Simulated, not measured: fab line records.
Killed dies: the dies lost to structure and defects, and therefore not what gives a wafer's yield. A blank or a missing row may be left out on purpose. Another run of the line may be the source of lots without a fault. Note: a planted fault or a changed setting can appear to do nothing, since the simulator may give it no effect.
fab line records	flow n5-finfet
[record] lots = 4	wafers = 10	last-day = 16
route steps=1938 shown BEOL_M4@1099 BEOL_M5@1112 BEOL_M6@1198 PASSIVATION@1936
lots that met no fault: from a run of the same line without faults
start-h: hours from the record's opening day to when the first of the lot's shown wafers began	wait-h: hours from the lot's prior step to this one	" as in the row above	L1.1+2: a row that stands for several wafers	- no value, or no start given	* or withheld: withheld	< > ~ a bound
route shown NAME@n: names a module that has steps shown in the file, with the first one's number in the route	usual: the fault-free wafers' mean and standard deviation	same: alike in all rows	chamber/n: place in a boat	sites: the reading at each site	_std_site: standard deviation across them	_edge_site: mean of outer sites minus mean of inner sites	radius-mm: how far each site lies from the wafer's centre	mask NAME#n: copy n	behind: the tool/chamber that last shaped the wafer	hold: cause of the lot's hold/its duration in hours/its outcome	device: the transistor (n, p or np) that didn't switch	end of line: tests run on the same wafers once the route is complete	step lacking rows: just its recipe	killed: not the wafer's yield, but the dies lost to structure and defects at the first sort	map: shows each die of a wafer: x if killed, . if not, _ if none is there
set.NAME: the setting that was run; set.NAME@STEP: the one run at that earlier step	model.NAME: the simulator's own value behind a step, which no gauge read
lots at some steps of the route; a table a step, a row a wafer
services: a tool's chamber out of use, with start hour (start-h, from the record's first day; less than 0 if before it), hours out, and reason
[[steps]]
[step N5_BEOL_M4_ANNEAL_95]
[recipe] temp-c = 400	time-s = 240	ambient = vacuum
[step N5_BEOL_M4_SPUTTER_96]
[recipe] material = Cu	target-thk-a = 45	temp-c = -20	chamber-pressure-pa = 0.07	power-w = withheld	time-s = 8.29
[step N5_BEOL_M4_ECD_50]
[recipe] material = Cu	target-thk-a = 3000
[step N5_BEOL_M4_ANNEAL_51]
[recipe] temp-c = 225	time-s = 90	ambient = N2
[step N5_BEOL_M4_CMP_52]
[recipe] stop-on = SiOC	t-overpolish-s = 6.8	down-force-psi = 1	platen-rpm = 50	clearing-platen-down-force-psi = 1.5	clearing-platen-rpm = 50	post-cmp-clean = cu-alkaline	target-thk-nm = 40	clearing-platen-pad-velocity-m-s = 0.99484	pad-velocity-m-s = 0.99484
[step N5_BEOL_M4_PRE_CLEAN_60]
[recipe] gas = NH3/H2	time-s = 15	temp-c = *	rf-power-w = 300
[step N5_BEOL_M4_CO_CAP_55]
[recipe] material = Co	target-thk-a = 20	temp-c = 200	precursor = CCTBA/H2	pressure-torr = 30	time-s = 102.1
[step N5_BEOL_M4_PRE_CLEAN_56]
[recipe] gas = NH3	time-s = 15	temp-c = withheld	rf-power-w = 300
[step N5_BEOL_M4_DEP_57]
[recipe] material = SiCN	target-thk-a = 80	temp-c = withheld	precursor = 3MS/NH3	pressure-torr = 3	rf-w = 202	time-s = 14
[step N5_BEOL_M4_RC_MEAS_101]
[usual] DIBL_N = 36.0/1.8	DIBL_P = 36.3/2.4	IOFF_N = 0.16/0.035	IOFF_P = 0.21/0.036	ION_N = 673/13	ION_P = 461/7.2	SS_N = 71.4/0.6	SS_P = 73.2/0.7	VT_N = 250/4	VT_P = -250.9/2.9
lot.wafer	tool	chamber	start-h	wait-h	DIBL_N[mV/V]	DIBL_P[mV/V]	IOFF_N[nA/um]	IOFF_P[nA/um]	ION_N[uA/um]	ION_P[uA/um]	SS_N[mV/dec]	SS_P[mV/dec]	VT_N[mV]	VT_P[mV]
L879.2	prober-02	0	188.40	0.2	37.2	38.8	0.18	0.25	677	467	72.2	74.2	247	-248.4
L879.3	"	0	"	"	35.8	37.0	0.16	0.22	670	460	72.6	72.5	250	-253.0
L879.5	"	0	"	"	36.7	38.0	0.18	0.24	682	467	72.6	73.1	246	-248.6
L883.5	prober-02	0	218.62	0.6	34.4	35.3	0.12	0.17	674	464	71.1	72.7	254	-254.5
L883.6	"	0	"	"	36.0	37.9	0.15	0.21	668	464	71.5	74.5	251	-252.8
L885.3	prober-02	0	223.76	0.3	36.7	37.7	0.18	0.24	675	466	71.9	74.2	250	-244.6
L885.4	"	0	"	"	35.1	34.5	0.14	0.18	673	459	70.9	72.8	253	-251.2
L894.2	prober-01	0	276.11	0.2	37.0	36.1	0.16	0.20	670	454	71.7	73.3	252	-253.1
L894.4	"	0	"	"	33.8	33.0	0.12	0.16	660	458	70.5	72.4	256	-254.9
L894.6	"	0	"	"	32.8	30.6	0.10	0.13	646	442	69.7	71.9	260	-255.0
[step N5_BEOL_M5_ILD_DEP_00]
[recipe] material = SiCOH_lowk	target-thk-a = 1406.4	temp-c = 300	precursor = DEMS/porogen	pressure-torr = 5	rf-w = 500	time-s = 25.9
[step N5_BEOL_M5_CURE_79]
[recipe] temp-c = 385	time-s = 240	ambient = He/Ar	material = SiCOH_lowk
[step N5_BEOL_M5_PECVD_70]
[recipe] material = SiO2	target-thk-a = 160	temp-c = 400	precursor = TEOS/O2	pressure-torr = 5.5	rf-w = 450	teos-flow-sccm = 53.8	gas = O2	flow-sccm = 3000	time-s = 18
[step N5_BEOL_M5_HM_DEP_02]
[recipe] material = TiN	target-thk-a = 200	temp-c = 25	chamber-pressure-pa = 0.49996
[step N5_BEOL_M5_COAT_59]
[recipe] resist = SOC	temp-c = 250	time-s = 60	spin-rpm = 1500	resist-thk-nm = 60
[step N5_BEOL_M5_COAT_60]
[recipe] resist = SiARC	temp-c = 220	time-s = 60	spin-rpm = 1500	resist-thk-nm = 12
[step N5_BEOL_M5_COAT_71]
[recipe] resist = underlayer	temp-c = 205	time-s = 60	spin-rpm = 1500	resist-thk-nm = 5
[step N5_BEOL_M5_COAT_05]
[recipe] resist = CAR-EUV	spin-rpm = 1500	resist-thk-nm = 30
[step N5_BEOL_M5_EBR_07]
[recipe] solvent = PGMEA	ebr-width-mm = 1.5
[step N5_BEOL_M5_SOFTBAKE_06]
[recipe] temp-c = 110	time-s = 60	resist = CAR-EUV
[step N5_BEOL_M5_EXPOSE_08]
[recipe] mask-id = M5	na = 0.33	source-shape = annular	sigma-inner = 0.4	sigma-outer = 0.8	polarization = unpolarized	target-cd-nm = 28	dose-mj = 35.75
[step N5_BEOL_M5_PEB_09]
[recipe] peb-temp-c = 100	peb-time-s = 60	resist = CAR-EUV
[step N5_BEOL_M5_DEVELOP_10]
[recipe] develop-time-s = 30	developer = TMAH	resist = CAR-EUV	rinse-liquid = surfactant-rinse	dry = air-spin	dev-temp-c = 23
[step N5_BEOL_M5_DESCUM_16]
[recipe] chemistry = O2	time-s = 7	source-power-w = 50	bias-power-w = 20	pressure-mtorr = 20	rf-frequency-hz = 2.712e+07	temp-c = 40	resist = CAR-EUV	o2-flow-sccm = 225
[step N5_BEOL_M5_ETCH_72]
[recipe] chemistry = N2/H2	target = underlayer	target-depth-a = 65	mask-material = CAR-EUV	time-s = 5.2	ion-energy-ev = 200	pressure-mtorr = 30	source-w = 840	bias-w = 150	n2-flow-sccm = 200	h2-flow-sccm = 200	ends = cleared
[step N5_BEOL_M5_ETCH_61]
[recipe] chemistry = CF4	target = SiARC	target-depth-a = 156	mask-material = CAR-EUV	time-s = 26	ion-energy-ev = 80	pressure-mtorr = 40	source-w = 545	bias-w = 36	Ar_flow_sccm = 100	cf4-flow-sccm = 100	ends = cleared
[step N5_BEOL_M5_ETCH_62]
[recipe] chemistry = N2/H2	target = SOC	target-depth-a = 750	overetch-a = 150	mask-material = SiARC	temp-c = 40	time-s = 112.5	ion-energy-ev = 200	pressure-mtorr = 30	source-w = 840	bias-w = 150	n2-flow-sccm = 200	h2-flow-sccm = 200
[step N5_BEOL_M5_STRIP_63]
[recipe] chemistry = N2/H2	temp-c = 40	n2-flow-sccm = 200	h2-flow-sccm = 200	rf-frequency-hz = 6e+07
[step N5_BEOL_M5_STRIP_73]
[recipe] chemistry = N2/H2	temp-c = 40	n2-flow-sccm = 200	h2-flow-sccm = 200	rf-frequency-hz = 6e+07
[step N5_BEOL_M5_STRIP_64]
[recipe] chemistry = CF4	resist = SiARC	power-w = 300	bias-power-w = 75	pressure-mtorr = 50	cf4-flow-sccm = 150	rf-frequency-hz = 6e+07
[step N5_BEOL_M5_HM_OPEN_17]
[recipe] chemistry = Cl2/BCl3	target-depth-a = 200	overetch-a = 60	target = TiN	mask-material = SOC	ion-energy-ev = 150	pressure-mtorr = 10	icp-w = 1000	bias-w = 126	Cl2_flow_sccm = 53.25	bcl3-flow-sccm = 21.75	Ar_flow_sccm = 25
[step N5_BEOL_M5_STRIP_19]
[recipe] chemistry = O2	power-w = 400	temp-c = 40	pressure-mtorr = 30	rf-frequency-hz = 6e+07	bias-power-w = 0	overash-fraction = 0.2	o2-flow-sccm = 225
[step N5_BEOL_M5_COAT_65]
[recipe] resist = SOC	temp-c = 250	time-s = 60	spin-rpm = 1500	resist-thk-nm = 60
[step N5_BEOL_M5_COAT_66]
[recipe] resist = SiARC	temp-c = 220	time-s = 60	spin-rpm = 1500	resist-thk-nm = 12
[step N5_BEOL_M6_HM_DEP_02]
[recipe] material = TiN	target-thk-a = 200	temp-c = 25	chamber-pressure-pa = 0.49996
[usual] throttle-valve-pct = 30.1/1
lot.wafer	tool	chamber	start-h	wait-h	throttle-valve-pct	model.TiN_of_BEOL_M6_HM_DEP_02.thk-nm
L879.2	pvd-sputter-03	-	202.78	0.8	30.9	19.8
L879.3	"	-	"	"	30.3	19.8
L879.5	"	-	"	"	30.2	20
L883.5	pvd-sputter-03	-	232.15	1.9	29.7	20.6
L883.6	"	-	"	"	30.5	27
L885.3	pvd-sputter-03	-	241.31	1.7	30.0	19.4
L885.4	"	-	"	"	29.8	27
L894.2	pvd-sputter-01	-	292.12	2.9	29.9	19.6
L894.4	"	-	"	"	29.7	19.8
L894.6	"	-	"	"	32.1	19.8
[step N5_BEOL_M6_HM_OPEN_17]
[recipe] chemistry = Cl2/BCl3	target-depth-a = 200	overetch-a = 60	target = TiN	mask-material = SOC	ion-energy-ev = 150	pressure-mtorr = 10	icp-w = 1000	bias-w = 126	Cl2_flow_sccm = 53.25	bcl3-flow-sccm = 21.75	Ar_flow_sccm = 25
[usual] bcl3-flow-sccm = 21.75/0.06	drypump-motor-current-A = 6.0/0.32	mfc-cl2-sccm = 53.25/0.15	oes-product-au = 0.67/0.076	throttle-valve-pct = 22.07/0.2
lot.wafer	tool	chamber	start-h	wait-h	bcl3-flow-sccm	drypump-motor-current-A	mfc-cl2-sccm	oes-product-au	rf-hours-counter-h	throttle-valve-pct	model.etch.depth-nm
L879.2	rie-metal-03	1	203.52	0.0	21.70	6.1	53.18	0.52	118	22.03	19.75
L879.3	"	0	"	"	21.75	6.3	53.35	0.68	-	22.06	19.85
L879.5	"	0	"	"	21.66	6.3	53.28	0.69	-	22.07	20.08
L883.5	rie-metal-03	1	233.08	0.1	21.73	6.1	53.12	0.52	-	22.00	20.54
L883.6	"	0	"	"	21.73	6.3	53.53	0.80	-	21.85	26.29
L885.3	rie-metal-03	0	242.42	0.1	21.78	6.3	53.14	0.67	-	22.09	19.47
L885.4	"	1	"	"	21.71	6.1	53.22	0.60	-	21.86	25.29
L894.2	rie-metal-02	1	293.13	0.0	21.64	6.2	53.23	0.72	16	22.39	19.67
L894.4	"	1	"	"	21.70	6.2	53.29	0.71	-	22.38	19.79
L894.6	"	0	"	"	21.81	6.2	53.38	0.71	-	22.12	19.8
[step N5_BEOL_M6_TRENCH_ETCH_37]
[recipe] chemistry = C4F6/O2	target-depth-a = 944.35	target = SiCOH_lowk	time-s = 31.5	ion-energy-ev = 250	pressure-mtorr = 30	source-w = 345	bias-w = 185	Ar_flow_sccm = 300	C4F6_flow_sccm = 10	O2_flow_sccm = 10
[usual] drypump-motor-current-A = 5.6/0.59	oes-product-au = 0.80/0.097	rf-vpp-V = 668/8.9	showerhead-plenum-p-Torr = 2.83/0.095	throttle-valve-pct = 20.92/0.3
lot.wafer	tool	chamber	start-h	wait-h	drypump-motor-current-A	oes-product-au	rf-hours-counter-h	rf-vpp-V	showerhead-plenum-p-Torr	throttle-valve-pct	model.TiN_of_BEOL_M6_HM_DEP_02.thk-nm
L879.2	rie-diel-06	2	-	-	6.6	1.01	1	670	3.03	20.59	17
L879.3	"	3	"	"	5.5	0.68	230	675	2.72	21.23	17.2
L879.5	"	0	"	"	5.6	0.76	-	665	2.87	21.13	17.4
L883.5	rie-diel-06	2	-	-	6.6	0.98	-	669	3.03	20.60	17.8
L883.6	"	3	"	"	5.5	0.67	-	676	2.71	21.25	24.4
L885.3	rie-diel-06	3	-	-	5.5	0.66	247	676	2.71	21.27	16.8
L885.4	"	3	"	"	5.5	0.67	-	675	2.71	21.26	24.2
L894.2	rie-diel-01	1	-	-	5.1	0.71	201	668	2.81	20.86	17
L894.4	"	2	"	"	6.4	0.80	109	659	2.89	20.63	17
L894.6	"	2	"	"	6.4	0.80	-	658	2.89	20.63	17
[step N5_BEOL_M6_OCD_MEAS_38]
[usual] trench-depth-nm = 94.5/1.2
lot.wafer	tool	chamber	start-h	wait-h	trench-depth-nm
L879.2	ocd-02	-	204.68	-	95.9
L879.3	"	-	"	"	93.6
L879.5	"	-	"	"	96.1
L883.5	ocd-01	-	234.20	-	95.1
L883.6	"	-	"	"	90.5
L885.3	ocd-01	-	244.25	-	91.6
L885.4	"	-	"	"	75.2
L894.2	ocd-02	-	294.87	-	94.3
L894.4	"	-	"	"	96.1
L894.6	"	-	"	"	97.0
[step N5_PASSIVATION_PROBE_49]
[usual] defect-limited-yield = 91.2/1.4	killed_at_M0_to_M3 = 35/11	killed_at_M4_up = 14/5.6	killed-at-contacts = 12/5.6	killed-at-front-end = 38/11	killed-at-other = 4/3.4	killed-dies = 103/17	killed-on-rim = 13/3.5	killed-open = 68/12	killed-short = 33/8.8	sort_bin_5_function = 5.1/0.89	sort_bin_6_memory = 3.3/0.71	sort-n-pass = 1077/17	sort-yield-pct = 91.2/1.4
[same] gross-dies = 1180	killed-at-back-side = 0	sort_bin_4_leakage[%] = 0	sort_bin_8_speed[%] = 0
lot.wafer	tool	chamber	start-h	wait-h	defect-limited-yield[%]	killed_at_M0_to_M3	killed_at_M4_up	killed-at-contacts	killed-at-front-end	killed-at-other	killed-dies	killed-on-rim	killed-open	killed-short	sort_bin_5_function[%]	sort_bin_6_memory[%]	sort-n-pass	sort-yield-pct[%]
L883.5	prober-01	-	325.95	0.2	88.7	40	12	14	67	0	133	16	79	54	6.8	4.2	1047	88.7
L883.6	prober-01	-	326.00	0.3	88.0	27	59	25	30	1	142	24	60	39	8.4	3.4	1038	88.0
L885.4	prober-02	-	334.82	0.2	71.9	19	254	12	40	6	331	98	61	30	25.0	3.0	849	71.9
L894.2	prober-01	-	391.01	0.1	91.2	33	18	15	36	2	104	15	67	35	5.3	3.3	1076	91.2
L894.4	prober-01	-	391.11	0.2	90.6	23	19	17	48	4	111	15	82	26	5.3	3.7	1069	90.6
L894.6	prober-01	-	391.21	0.3	90.2	34	20	17	44	1	116	18	76	39	6.0	3.5	1064	90.2
// killed by level:class
L883.5 FIN_SAQP:geometric-particle:open=17 BEOL_M0_SAQP:geometric-particle:open=15 BEOL_M0_SAQP:geometric-particle:short=15 FIN_SAQP:geometric-particle:short=13 MOL_CONTACT_COAG:geometric-particle:open=13 STI_FIN_REVEAL:geometric-particle:open=8 BEOL_M4:geometric-particle:open=7 DUMMY_GATE:geometric-particle:open=5
L883.6 BEOL_M6:area-open=43 MOL_CONTACT_COAG:geometric-particle:open=17 BEOL_M4:geometric-particle:open=9 MOL_CONTACT_COAG:geometric-particle:short=8 BEOL_M2:geometric-particle:open=7 BEOL_M3:geometric-particle:short=7 STI_FIN_REVEAL:geometric-particle:short=5 FIN_SAQP:geometric-particle:short=4
L885.4 BEOL_M6:area-open=238 STI_FIN_REVEAL:geometric-particle:open=12 FIN_SAQP:geometric-particle:open=9 BEOL_M4:geometric-particle:open=9 MOL_CONTACT_COAG:geometric-particle:open=7 MOL_CONTACT_COAG:geometric-particle:short=5 BEOL_M3:geometric-particle:open=4 FIN_SAQP:geometric-particle:short=3
L894.2 MOL_CONTACT_COAG:geometric-particle:open=13 BEOL_M0_SAQP:geometric-particle:short=12 FIN_SAQP:geometric-particle:open=10 BEOL_M0_SAQP:geometric-particle:open=10 BEOL_M4:geometric-particle:short=9 BEOL_M3:geometric-particle:open=8 DUMMY_GATE:geometric-particle:open=7 GATE_CUT:geometric-particle:short=5
L894.4 FIN_SAQP:geometric-particle:open=24 MOL_CONTACT_COAG:geometric-particle:open=15 BEOL_M0_SAQP:geometric-particle:open=10 FIN_SAQP:geometric-particle:short=8 BEOL_M4:geometric-particle:open=5 BEOL_M0_SAQP:geometric-particle:short=5 DUMMY_GATE:geometric-particle:open=4 BEOL_M3:geometric-particle:open=4
L894.6 MOL_CONTACT_COAG:geometric-particle:open=16 FIN_SAQP:geometric-particle:short=13 BEOL_M0_SAQP:geometric-particle:open=12 BEOL_M0_SAQP:geometric-particle:short=9 STI_FIN_REVEAL:geometric-particle:open=7 BEOL_M4:geometric-particle:open=6 FIN_SAQP:geometric-particle:open=5 GATE_CUT:geometric-particle:open=5
// map L883.6 (x killed, . not)
_________________.x..xx......________________
______________....x....x.....x.x_____________
___________..x.........x.........x.__________
__________...............x.........._________
________.x............................_______
_______.........x...........x....x.....______
______..xx........x.x................xxx_____
_____.x.............................x.xx.____
____..x.........x..x.........x.xx..x......___
___.............xx..x..x..xx....x.......xxx__
___.......x.x..x....x...x..................__
__x...............x..x...................x.x_
__..........x...........x............x.....x_
_..x......x......x.....x...............x.xx..
_..............x...x.....xx.......xx.........
_...........x.x....x..x......x.....xx......xx
_.x....................x......x..............
_.........x......x.....x..........x....x.....
_x...x..x.............x......................
_.......x....x.............xx.x..............
_.....................................x......
__..x.....x.......x......x...x....x.x......._
__.x........x...........x..x........x......._
___............x........x.......x....x.....__
___...........................x...........x__
____..xx...........x.....x.....x..........___
_____.......x.................x.xx...x...____
______...x..xx................xx.x......_____
_______........................x.......______
________.........x...........xx..x...._______
__________..x......................._________
___________......x.................__________
______________.............x...x_____________
_________________.....xx.....________________
// map L885.4 (x killed, . not)
_________________.x.x...x.x.x________________
______________xxx....x..xx..xxxx_____________
___________xxxxxx........x..x..xxxx__________
__________xxxxxxxx.......x....xxxxxx_________
________xx.xx.x......x..........x.xxxx_______
_______..xxx.x....................xx.xx______
______x...x..x..x.x....x..x...xxxxxx..xx_____
_____x.x...x..............x.x..x..x...xxx____
____x.x...xx.x...................x.xx.x.xx___
___xxx...x..........xx...x..........x.xxxxx__
___x......xxx.....x...........xxx......xx.x__
__x..xx.x....................x..........xx.x_
__..x..x.xx...x.xx.x..............x...xx...._
_xxxxx..x......................x......xxxxxx.
_x.x.x....x.x..........................xx..xx
_xxx......x...................x...x.xx.x.xxxx
_...x..x........x.xxx...xx........x......xx..
_.x....x.................................xx.x
_......................x..x......x.x......x..
_...x..x...............................x.x..x
_x..............................x.......x...x
__..xx.....x......x...............xx..x.xxx._
__...x.x.x...x...................x.xxx..xxxx_
___.x.xx.x.xx....................x..xx..xxx__
___x.xx.xxxx..x..................x.xx..xx.x__
____.x.x...xx..........x......x..x..xx.xxx___
_____x.x.xx.x.x...x..............x..xx.xx____
______xx.xx........................xx.xx_____
_______xx.x.x..............xx........xx______
________.xx.x........................._______
__________xx..x...x.x...x.x......xx._________
___________x..x.....xx.x...x.x....x__________
______________xx..x..xxx.x.x.xx._____________
_________________xxxx.x...xxx________________
[[services]]
tool	chamber	start-h	hours	kind
rie-diel-01	3	181.79	-	clean
rie-diel-01	3	181.79	-	consumable-replace:focus-ring
rie-diel-01	3	181.79	19.2	scheduled-down
rie-diel-01	3	181.79	19.2	vent-cycle
rie-diel-06	2	186.97	-	clean
rie-diel-06	2	186.97	-	consumable-replace:focus-ring
rie-diel-06	2	186.97	-	consumable-replace:showerhead
rie-diel-06	2	186.97	13.7	scheduled-down
rie-diel-06	2	186.97	13.7	vent-cycle
rie-metal-02	-	233.82	14.6	pm
rie-diel-06	3	249.67	-	clean
rie-diel-06	3	249.67	-	consumable-replace:focus-ring
rie-diel-06	3	249.67	-	consumable-replace:showerhead
rie-diel-06	3	249.67	21.2	scheduled-down
rie-diel-06	3	249.67	21.2	vent-cycle
rie-metal-03	1	261.15	-	clean
rie-metal-03	1	261.15	22.9	scheduled-down
rie-metal-03	1	261.15	22.9	vent-cycle
rie-diel-01	1	266.36	5.0	repair
[[key]]
[first-sign] step = N5_BEOL_M6_OCD_MEAS_38	reading = trench-depth-nm	direction = down	sigmas = 9.4	usual = 94.5	struck = 82.9
[effect] step = N5_PASSIVATION_PROBE_49	reading = killed_at_M4_up	direction = up	sigmas = 26	usual = 14	struck = 156
[model-effect] step = N5_BEOL_M6_HM_DEP_02	value = TiN_of_BEOL_M6_HM_DEP_02.thk-nm	without = 20.2	struck = 27
[model-effect] step = N5_BEOL_M6_HM_OPEN_17	value = etch.depth-nm	without = 20.21	struck = 25.79
[model-effect] step = N5_BEOL_M6_TRENCH_ETCH_37	value = TiN_of_BEOL_M6_HM_DEP_02.thk-nm	without = 17.6	struck = 24.3
[more-kills-born-at] N5_BEOL_M6_HM_OPEN_17@rie-metal-03 = 281
met-at N5_BEOL_M6_HM_DEP_02
struck-wafers L883.6,L885.4
onset-between 202.78 232.15
[fault] kind = process-parameter-drift	tool = pvd-sputter-03	chamber = -	onset-h = 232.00	steps = N5_BEOL_M6_HM_DEP_02	channel = target-thk-a	offset = *	shape = step	end-h = 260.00	scope = struck-wafers-only	acts-in = *	stated = *
